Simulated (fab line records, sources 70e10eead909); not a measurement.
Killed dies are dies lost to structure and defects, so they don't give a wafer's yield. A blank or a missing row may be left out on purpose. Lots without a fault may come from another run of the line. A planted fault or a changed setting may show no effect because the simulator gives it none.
Chamber matching | flow nand_harc | NHARC_A_CHANNEL_FILL_D1_CMP_10 on cmp-03: 4 sister chambers
The step polishes, target thk 150 nm. 8 wafers are shown with their chamber, then 9 later ones without.

WAFERS WITH THEIR CHAMBER
wafer  | chamber | motor_current_A (A) | time_to_endpoint_s (s)
L078.5 | 2       | 12.7                | 10.8
L080.1 | 2       | 12.9                | 11.6
L080.3 | 3       | 12.4                | 15.0
L081.3 | 3       | 12.7                | 12.6
L081.6 | 1       | 11.2                | 16.7
L084.1 | 1       | 11.4                | 15.1
L084.4 | 0       | 14.6                | 11.4
L084.5 | 0       | 15.1                | 13.0

WAFERS WITHOUT THEIR CHAMBER
wafer  | motor_current_A (A) | time_to_endpoint_s (s)
L085.1 | 12.6                | 16.3
L085.2 | 14.8                | 15.9
L085.4 | 11.7                | 17.6
L090.1 | 12.9                | 12.5
L090.2 | 14.8                | 15.9
L090.6 | 14.6                | 13.1
L091.2 | 12.0                | 15.5
L091.3 | 11.7                | 14.7
L091.4 | 14.0                | 15.0

WHICH CHAMBER EACH WENT THROUGH
wafer  | from the rows above     | in truth
L085.1 | 3                       | 3
L085.2 | 0                       | 0
L085.4 | 1                       | 1
L090.1 | can't be placed: 2 or 3 | 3
L090.2 | 0                       | 0
L090.6 | 0                       | 0
L091.2 | can't be placed: 3 or 1 | 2
L091.3 | can't be placed: 1 or 3 | 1
L091.4 | can't be placed: 0 or 2 | 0
Placed correctly: 5 of 9. Can't be placed from these rows: 4 (the true chamber is among the candidates in 3). Placed wrongly: 0.
How it was worked out, from the rows above alone: a wafer's distance from a chamber is the root of the sum, over the readings, of the square of ((its reading less the chamber's mean) divided by the reading's scatter). The wafer belongs to the nearest chamber; if the next one is less than 2 further off, it can't be placed. A chamber's mean is the mean of its shown wafers. The scatter: the root of (the sum of the squares of (reading less its chamber's mean) over the shown wafers, divided by (wafers less chambers)).
